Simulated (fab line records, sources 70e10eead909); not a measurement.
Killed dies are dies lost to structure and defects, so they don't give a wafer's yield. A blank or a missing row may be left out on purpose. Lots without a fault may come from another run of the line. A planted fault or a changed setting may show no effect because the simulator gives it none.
A struck lot beside a sound one | flow nand_harc | 15 steps out of a route of 1159
Sound: wafers L866.1, L866.2, L866.4. Struck: wafers L874.1, L874.3, L874.5. The cause comes at the end.
At each step with rows: each side's tool, then ch and its chambers, then its first start. Under that, the readings that differ: sound wafers | struck wafers | difference of the means | sigmas: that difference in standard deviations of wafers without a fault.
alike: readings whose means differ by less than 2 such deviations, and words and numbers that are the same on both sides. not compared: withheld readings, readings that some wafer has no value for, bounds like >300 that may hide the same value, and numbers for which the record gives no deviation and whose values overlap.
The two part at a step that has a row with sigmas, a row that says differs or no value, or rows on one side only. Numbers that don't overlap but have no deviation are shown without sigmas and don't part them. A reading that every wafer of one side lacks parts them only if that side has two wafers or more.

first, 1 step without rows for these wafers: NHARC_A_ONON_D1_DEP_12 (target thk 1000 nm).
NHARC_A_ONON_D1_THK_MEAS_14: measures by ellipsometry.
  sound on film_metro-02, day 7 19:46; struck on film_metro-02, day 9 22:37
  alike: thk_nm
then, 2 steps without rows for these wafers: NHARC_A_ONON_D1_ANNEAL_15 (time 3600 s); NHARC_A_ONON_D1_DEP_16 (target thk 1000 nm).
NHARC_A_ONON_D1_THK_MEAS_18: measures by ellipsometry.
  sound on film_metro-01, day 8 03:03; struck on film_metro-01, day 10 05:32
  alike: thk_nm
then, 1 step without rows for these wafers: NHARC_A_ONON_D1_DEP_19 (target thk 1000 nm).
NHARC_A_ONON_D1_THK_MEAS_21: measures by ellipsometry.
  sound on film_metro-01, day 8 03:37; struck on film_metro-02, day 10 06:13
  reading     | sound          | struck      | difference | sigmas
  thk_nm (nm) | 1015 1014 1015 | 987 986 988 | -28        | -3
then, 1 step without rows for these wafers: NHARC_A_ONON_D1_DEP_22 (target thk 1000 nm).
NHARC_A_ONON_D1_THK_MEAS_24: measures by ellipsometry.
  sound on film_metro-01, day 8 04:11; struck on film_metro-01, day 10 06:47
  alike: thk_nm
then, 1 step without rows for these wafers: NHARC_A_ONON_D1_DEP_25 (target thk 1000 nm).
NHARC_A_ONON_D1_THK_MEAS_27: measures by ellipsometry.
  sound on film_metro-02, day 8 04:46; struck on film_metro-01, day 10 07:20
  reading     | sound          | struck      | difference | sigmas
  thk_nm (nm) | 1021 1021 1023 | 998 997 997 | -24        | -2
NHARC_A_ONON_D1_DEP_28: target thk 1000 nm.
  sound on pecvd_onon-02 ch 0, day 8 04:49; struck on pecvd_onon-03 ch 0, day 10 07:25
  alike: susceptor_temp_C
NHARC_A_ONON_D1_THK_MEAS_30: measures by ellipsometry.
  sound on film_metro-01, day 8 05:19; struck on film_metro-01, day 10 07:55
  reading     | sound          | struck      | difference | sigmas
  thk_nm (nm) | 1020 1019 1020 | 609 606 608 | -412       | -58
NHARC_A_ONON_D1_DEP_33: deposits SiO2, target thk 200 nm.
  sound on pecvd-02 ch 1,2, day 8 05:23; struck on pecvd-03 ch 0,2, day 10 08:01
  alike: heater_power_w, susceptor_temp_C, throttle_valve_pct
-- the record jumps here: 12 days lie between the struck wafers' starts before and after (it left off in module A_ONON_D1 and takes up again in module END, whose first step shown is number 1159 of the route) --
NHARC_END_SORT_01:
  the record has rows for the struck wafers here (prober-02 ch 0, day 21 21:17) and none for the sound ones

WHERE THEY PART
First at NHARC_A_ONON_D1_THK_MEAS_21; last, within this record, at NHARC_END_SORT_01.

WHY: what the simulator had put in
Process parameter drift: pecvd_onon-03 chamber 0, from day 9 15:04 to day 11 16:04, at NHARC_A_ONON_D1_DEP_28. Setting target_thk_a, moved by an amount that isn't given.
